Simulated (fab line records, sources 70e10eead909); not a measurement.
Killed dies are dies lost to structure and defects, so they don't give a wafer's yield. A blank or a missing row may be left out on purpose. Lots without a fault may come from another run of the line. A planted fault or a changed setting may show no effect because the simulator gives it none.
Chamber matching | flow nand_harc | NHARC_A_CONTACT_ETCH_90 on rie_diel-05: 4 sister chambers
The step etches the open film in CH3F/O2, target depth 40 nm, time 85.7 s. 30 wafers are shown with their chamber, then 12 later ones without.

WAFERS WITH THEIR CHAMBER
wafer  | chamber | showerhead_plenum_p_Torr (Torr) | drypump_motor_current_A (A) | rf_fwd_power_W (W)
L074.2 | 2       | 2.36                            | 5.6                         | 496.4
L074.3 | 0       | 2.31                            | 5.6                         | 497.4
L074.4 | 3       | 2.36                            | 5.5                         | 496.3
L077.1 | 1       | 2.38                            | 5.4                         | 493.4
L077.3 | 2       | 2.36                            | 5.6                         | 496.4
L077.5 | 1       | 2.38                            | 5.4                         | 491.4
L075.1 | 0       | 2.30                            | 5.6                         | 494.4
L075.3 | 1       | 2.38                            | 5.4                         | 493.6
L075.4 | 2       | 2.36                            | 5.6                         | 497.7
L076.1 | 0       | 2.30                            | 5.6                         | 496.6
L076.3 | 1       | 2.38                            | 5.4                         | 495.6
L076.6 | 1       | 2.38                            | 5.4                         | 497.2
L078.2 | 3       | 2.36                            | 5.5                         | 496.0
L078.5 | 0       | 2.30                            | 5.5                         | 495.3
L078.6 | 1       | 2.38                            | 5.4                         | 494.5
L082.1 | 1       | 2.38                            | 5.4                         | 495.4
L082.2 | 2       | 2.36                            | 5.6                         | 494.3
L082.6 | 3       | 2.36                            | 5.5                         | 497.2
L081.2 | 3       | 2.36                            | 5.5                         | 497.5
L081.5 | 2       | 2.36                            | 5.6                         | 497.6
L081.6 | 1       | 2.38                            | 5.4                         | 493.8
L083.3 | 2       | 2.36                            | 5.6                         | 494.7
L083.4 | 1       | 2.37                            | 5.4                         | 493.3
L083.5 | 3       | 2.36                            | 5.5                         | 498.5
L084.1 | 2       | 2.36                            | 5.7                         | 498.7
L084.5 | 0       | 2.30                            | 5.6                         | 494.5
L084.6 | 1       | 2.38                            | 5.4                         | 492.9
L085.2 | 0       | 2.30                            | 5.6                         | 497.5
L085.3 | 3       | 2.35                            | 5.5                         | 497.2
L085.4 | 1       | 2.37                            | 5.4                         | 495.6

SIGNATURES (means of the wafers above)
reading                  | chamber 0 | chamber 1 | chamber 2 | chamber 3 | scatter within a chamber
showerhead_plenum_p_Torr | 2.3017    | 2.3782    | 2.3600    | 2.3583    | 0.00356
drypump_motor_current_A  | 5.583     | 5.400     | 5.614     | 5.500     | 0.0255
rf_fwd_power_W           | 495.950   | 494.245   | 496.543   | 497.117   | 1.46
Rule: a wafer's distance from a chamber is the root of the sum, over the readings, of the square of ((its reading less the chamber's mean) divided by the reading's scatter). The wafer belongs to the nearest chamber; if the next one is less than 2 further off, it can't be placed. The scatter: the root of (the sum of the squares of (reading less its chamber's mean) over the shown wafers, divided by (wafers less chambers)).

WAFERS WITHOUT THEIR CHAMBER
wafer  | showerhead_plenum_p_Torr (Torr) | drypump_motor_current_A (A) | rf_fwd_power_W (W)
L087.2 | 2.37                            | 5.4                         | 494.6
L087.3 | 2.35                            | 5.5                         | 494.8
L087.4 | 2.30                            | 5.6                         | 493.4
L089.3 | 2.30                            | 5.5                         | 496.9
L089.4 | 2.35                            | 5.6                         | 495.7
L089.5 | 2.35                            | 5.6                         | 496.2
L091.2 | 2.35                            | 5.5                         | 496.5
L091.3 | 2.30                            | 5.6                         | 496.3
L091.4 | 2.37                            | 5.4                         | 496.2
L095.2 | 2.35                            | 5.6                         | 497.9
L095.4 | 2.35                            | 5.5                         | 495.1
L095.6 | 2.30                            | 5.5                         | 496.8

WHICH CHAMBER EACH WENT THROUGH
wafer  | from the rows above     | in truth
L087.2 | 1                       | 1
L087.3 | 3                       | 3
L087.4 | 0                       | 0
L089.3 | 0                       | 0
L089.4 | can't be placed: 2 or 3 | 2
L089.5 | can't be placed: 2 or 3 | 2
L091.2 | 3                       | 3
L091.3 | 0                       | 0
L091.4 | 1                       | 1
L095.2 | can't be placed: 2 or 3 | 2
L095.4 | 3                       | 3
L095.6 | 0                       | 0
Placed correctly: 9 of 12. Can't be placed from these rows: 3 (the true chamber is among the candidates in 3). Placed wrongly: 0.
